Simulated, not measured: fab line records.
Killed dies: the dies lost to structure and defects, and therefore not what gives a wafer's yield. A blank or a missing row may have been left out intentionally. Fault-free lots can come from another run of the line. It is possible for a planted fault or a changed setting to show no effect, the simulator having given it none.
Struck lot and sound lot, side by side | flow n5_finfet | 42 out of 1938 route steps
Sound: the wafers L951.2, L951.4, L951.6. Struck: wafer L941.6 (left out: L941.2, L941.5 of the same lot, which were not struck); the cause appears at the end.
Order at every step that has rows: each side's tool, ch and its chambers, its first start. Under that, the readings that differ: sound wafers | struck wafers | difference of the means | sigmas: that difference in standard deviations of wafers without a fault.
alike: readings whose means differ by less than 2 such deviations, and words and numbers that are the same on both sides. not compared: withheld readings, readings that some wafer has no value for, bounds like >300 that may hide the same value, and numbers for which the record gives no deviation and whose values overlap.
The two part at a step that has a row with sigmas, a row that says differs or no value, or rows on one side only. Numbers that don't overlap but have no deviation are shown without sigmas and don't part them. A reading missing from all wafers of one side parts the sides only when that side holds two or more wafers.

first, 10 steps without rows for these wafers: N5_DUMMY_GATE_ETCH_32 (etches SiO2 in CF4, target depth 3.5 nm, time 3.9 s); N5_DUMMY_GATE_ETCH_23 (etches poly-Si in HBr/Cl2/O2, target depth 41 nm, time 22.3 s); N5_DUMMY_GATE_ETCH_44 (etches poly-Si in HBr/O2, stops on SiO2, target depth 127.5 nm); N5_DUMMY_GATE_ETCH_42 (etches SiO2 in CHF3/O2, target depth 3.5 nm, time 31 s); N5_DUMMY_GATE_STRIP_48 (strips in N2/H2, time 20 s); N5_DUMMY_GATE_PRECLEAN_33 (cleans in dHF, time 10 s); N5_DUMMY_GATE_PRECLEAN_25 (cleans in O3/DIW, time 45 s); N5_DUMMY_GATE_PRECLEAN_51 (cleans in SC2, time 45 s); N5_DUMMY_GATE_SRD_26 (time 30 s); N5_DUMMY_GATE_UV_OZONE_45 (time 120 s).
N5_SPACER0_ALD_07: deposits SiNx, target thk 2 nm.
  sound on ald_sin-01 ch 0,1,2, day 8 13:02; struck on ald_sin-04 ch 2, day 6 01:01
  alike: heater_power_w
then, 2 steps without rows for these wafers: N5_SPACER0_ALD_00 (deposits SiOCN, target thk 3.5 nm, pulse time 3 s, purge time 2 s); N5_SPACER0_ALD_08 (deposits SiNx, target thk 2 nm).
N5_SPACER0_INSPECT_04: inspects for defects (darkfield).
  struck on defect_inspect-02, day 6 01:35; sound on defect_inspect-02, day 8 13:35
  reading          | sound       | struck | difference | sigmas
  raw_defect_count | 137 150 169 | 407    | +255       | +8
then, 8 steps without rows for these wafers: N5_SD_EPI_N_COAT_32 (time 60 s, resist thk 350 nm); N5_SD_EPI_N_COAT_33 (time 60 s, resist thk 35 nm); N5_SD_EPI_N_COAT_03 (resist thk 150 nm); N5_SD_EPI_N_EBR_05; N5_SD_EPI_N_SOFTBAKE_04 (time 60 s); N5_SD_EPI_N_EXPOSE_06 (exposes mask SD N BLK, target cd 120 nm); N5_SD_EPI_N_PEB_07 (peb time 60 s); N5_SD_EPI_N_DEVELOP_08 (develop time 30 s).
N5_SD_EPI_N_INSPECT_11: inspects for defects (macro).
  struck on defect_inspect-01, day 6 01:55; sound on defect_inspect-01, day 8 14:03
  reading          | sound | struck | difference | sigmas
  raw_defect_count | 1 3 2 | >300   | differs    |
then, 15 steps without rows for these wafers: N5_SD_EPI_N_DESCUM_14 (chemistry O2, time 7.9 s); N5_SD_EPI_N_ETCH_34 (etches SiARC in CF4, target depth 45.5 nm, time 75.8 s); N5_SD_EPI_N_ETCH_35 (etches SOC in N2/H2, overetch 108 nm, time 486 s); N5_SD_EPI_N_STRIP_36 (strips in N2/H2); N5_SD_EPI_N_ETCHBACK_44 (etches SiNx in CH3F/O2, stops on SiO2, target depth 14.5 nm); N5_SD_EPI_N_ETCH_45 (etches SiOCN in CH3F/O2, target depth 6 nm); N5_SD_EPI_N_ETCH_16 (etches SiO2 in CHF3/O2, target depth 5 nm); N5_SD_EPI_N_STRIP_47 (strips in CHF3/O2); N5_SD_EPI_N_SD_RECESS_17 (chemistry HBr/Cl2/O2, target depth 41 nm, time 23.7 s, bt time 3 s); N5_SD_EPI_N_STRIP_38 (strips in N2/H2); N5_SD_EPI_N_WET_ETCH_43 (etches SiO2 in dHF, time 14 s, target depth 1.5 nm); N5_SD_EPI_N_STRIP_18 (strips in SPM, time 750 s); N5_SD_EPI_N_SRD_20 (time 30 s); N5_SD_EPI_N_PRECLEAN_48 (cleans in NF3:NH3, afs cycles 2, time 20 s, sublimation time 60 s); N5_SD_EPI_N_VAPOR_ETCH_50 (etches Si in HCl, time 54 s).
N5_SD_EPI_N_INSPECT_26: inspects for defects (darkfield).
  struck on defect_inspect-01, day 6 06:10; sound on defect_inspect-02, day 8 19:10
  reading          | sound       | struck | difference | sigmas
  raw_defect_count | 212 256 244 | 477    | +240       | +6
N5_SD_EPI_P_INSPECT_26: inspects for defects (darkfield).
  struck on defect_inspect-02, day 6 10:17; sound on defect_inspect-02, day 8 23:15
  reading          | sound       | struck | difference | sigmas
  raw_defect_count | 193 254 218 | 477    | +255       | +7
-- here the record skips 6 days between the struck wafers' starts before and after, leaving off in module SD_EPI_P and picking up in module BEOL_M4 (first step shown: number 1111 of the route) --
N5_BEOL_M4_RC_MEAS_101:
  sound on prober-01 ch 0, day 13 19:21; struck on prober-01 ch 0, day 12 05:35
  alike: DIBL_N, DIBL_P, IOFF_N, IOFF_P, ION_N, ION_P, SS_N, SS_P, VT_N, VT_P
-- record jumps: 4 days separate the struck wafers' starts on either side; left off in module BEOL_M4, taken up again in module PASSIVATION, whose first shown step is the route's number 1936 --
N5_PASSIVATION_PROBE_49:
  struck on prober-02, day 16 12:01; sound on prober-01, day 18 00:28
  reading                  | sound          | struck | difference | sigmas
  defect_limited_yield (%) | 91.2 91.4 92.2 | 85.3   | -6.3       | -5
  killed_at_M0_to_M3       | 42 41 34       | 71     | +32        | +3
  killed_at_front_end      | 33 47 37       | 76     | +37        | +3
  killed_dies              | 104 101 92     | 174    | +75        | +5
  killed_on_rim            | 15 14 14       | 29     | +15        | +4
  sort_bin_5_function (%)  | 5.3 5.2 5.3    | 8.9    | +3.6       | +4
  sort_bin_6_memory (%)    | 3.1 3.4 2.4    | 4.5    | +1.5       | +3
  sort_n_pass              | 1076 1079 1088 | 1006   | -75        | -5
  sort_yield_pct (%)       | 91.2 91.4 92.2 | 85.3   | -6.3       | -5
  alike: killed_at_M4_up, killed_at_contacts, killed_at_other, killed_open, killed_short

== WHERE THEY PART ==
At N5_SPACER0_INSPECT_04 first; at N5_PASSIVATION_PROBE_49 last (within this record only).

WHY: what had been put in by the simulator
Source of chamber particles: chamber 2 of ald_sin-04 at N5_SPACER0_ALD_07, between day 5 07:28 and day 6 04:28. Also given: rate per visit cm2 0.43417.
